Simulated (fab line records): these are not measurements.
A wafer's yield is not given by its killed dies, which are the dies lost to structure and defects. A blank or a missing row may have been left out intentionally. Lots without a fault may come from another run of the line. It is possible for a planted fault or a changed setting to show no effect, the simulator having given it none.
A single fault, viewed from 2 desks | flow n5_finfet | each desk holds nothing but its own numbers, with what lay behind them at the end

FOR THE TOOL OWNER'S DESK: rie_diel-01
The tool's own readings at N5_BEOL_M12_TRENCH_ETCH_34 (etches SiOC in C4F8/O2/Ar, target depth 318.95 nm, time 125.5 s): means of the sampled wafers that have a number, for each lot that ran on this tool. A lot is out of limits, marked OUT, if its mean lies more than 4 standard deviations from the usual mean; the brackets give that distance.
Columns: A = C4F8_flow_sccm at N5_BEOL_M12_TRENCH_ETCH_34, usual 15.00 sccm; B = chamber_pressure_mTorr at N5_BEOL_M12_TRENCH_ETCH_34, usual 30.00 mTorr; C = drypump_motor_current_A at N5_BEOL_M12_TRENCH_ETCH_34, usual 5.7 A; D = oes_product_au at N5_BEOL_M12_TRENCH_ETCH_34, usual 0.81 a.u.; E = rf_vpp_V at N5_BEOL_M12_TRENCH_ETCH_34, usual 666 V; F = showerhead_plenum_p_Torr at N5_BEOL_M12_TRENCH_ETCH_34, usual 3.42 Torr; G = throttle_valve_pct at N5_BEOL_M12_TRENCH_ETCH_34, usual 24.14 %
lot  | first seen here | A     | B     | C   | D    | E   | F    | G
L657 | day 11 09:28    | 14.95 | 30.01 | 5.8 | 0.79 | 663 | 3.34 | 24.16
L660 | day 11 23:34    | 14.96 | 30.05 | 5.8 | 0.73 | 665 | 3.34 | 24.13
L663 | day 12 19:55    | 14.93 | 30.02 | 6.1 | 0.89 | 670 | 3.64 | 24.12
L665 | day 13 23:40    | 15.00 | 30.02 | 5.8 | 0.81 | 663 | 3.34 | 24.01
L676 | day 16 19:13    | 14.97 | 30.00 | 6.0 | 0.85 | 663 | 3.32 | 24.06
This desk's verdict: no lot among the 5 shows anything out of limits.

METROLOGY DESK
Means of the sampled wafers that have a number, per lot and without regard to the tool the lot ran on: this is what the gauges read. A lot is out of limits, marked OUT, if its mean lies more than 4 standard deviations from the usual mean; the brackets give that distance. Readings shown: 7 out of 28 (the first out of limits, and those lying furthest out on some lot).
Columns: A = cd_nm at N5_BEOL_M12_CD_MEAS_10, usual 139.2 nm; B = trench_depth_nm at N5_BEOL_M12_OCD_MEAS_35, usual 317 nm; C = M12_THK at N5_BEOL_M12_THK_MEAS_50, usual 307 nm; D = M12_RS at N5_BEOL_M12_RS_MEAS_54, usual 0.0604 ohm/sq; E = COMB_M13 at N5_BEOL_M15_RC_MEAS_101, usual 5.5e-12 S/m; F = SERP_M12 at N5_BEOL_M15_RC_MEAS_101, usual 0.645 ohm/um; G = SERP_M12_max_site at N5_BEOL_M15_RC_MEAS_101, usual 0.658 ohm/um
lot  | first seen here | A     | B              | C              | D                 | E       | F                | G
L657 | day 11 08:00    | 138.5 | 311            | 303            | 0.0613            | 4.5e-12 | 0.666            | 0.672
L660 | day 11 22:12    | 138.8 | 288 (-7.4) OUT | 282 (-5.8) OUT | 0.0670 (+8.2) OUT | 6.2e-12 | 0.714 (+4.0) OUT | 0.722
L663 | day 12 18:26    | 139.2 | 294 (-6.0) OUT | 280 (-6.1) OUT | 0.0662 (+7.2) OUT | 5.2e-12 | 0.731 (+5.0) OUT | 0.741 (+4.6) OUT
L665 | day 13 22:10    | 142.8 | 269 (-12) OUT  | 262 (-10) OUT  | 0.0714 (+14) OUT  | 6.4e-12 | 0.780 (+8.0) OUT | 0.798 (+7.8) OUT
L673 | day 15 03:59    | 141.8 | 316            | 310            | 0.0607            | 5.6e-12 | 0.654            | 0.669
L672 | day 15 07:01    | 138.5 | 319            | 313            | 0.0600            | 5.0e-12 | 0.641            | 0.653
L675 | day 16 13:44    | 138.0 | 321            | 308            | 0.0596            | 4.8e-12 | 0.624            | 0.638
L676 | day 16 17:37    | 141.9 | 321            | 310            | 0.0594            | 7.8e-12 | 0.627            | 0.645
Finding of this desk: L660, L663, L665 out of limits; the first was L660 at day 11 23:43, on trench_depth_nm at N5_BEOL_M12_OCD_MEAS_35. L657, L673, L672, L675, L676 stayed within limits.

TAKEN TOGETHER
Metrology desk: alarm possible at day 11 23:43 on L660, L663, L665.
Nothing out of limits was seen by the tool owner's desk.
Tool owner's desk: L660, L663, L665 on record, inside its limits.
On rie_diel-01, each named lot ran N5_BEOL_M12_TRENCH_ETCH_34.

WHAT THE SIMULATOR HAD INSERTED
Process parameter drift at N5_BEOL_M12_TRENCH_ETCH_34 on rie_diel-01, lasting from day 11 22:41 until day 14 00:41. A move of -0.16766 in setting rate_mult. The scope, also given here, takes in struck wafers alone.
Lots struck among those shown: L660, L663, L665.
Delay in hours, fault start to first out-of-limits reading, per desk: metrology desk 1.
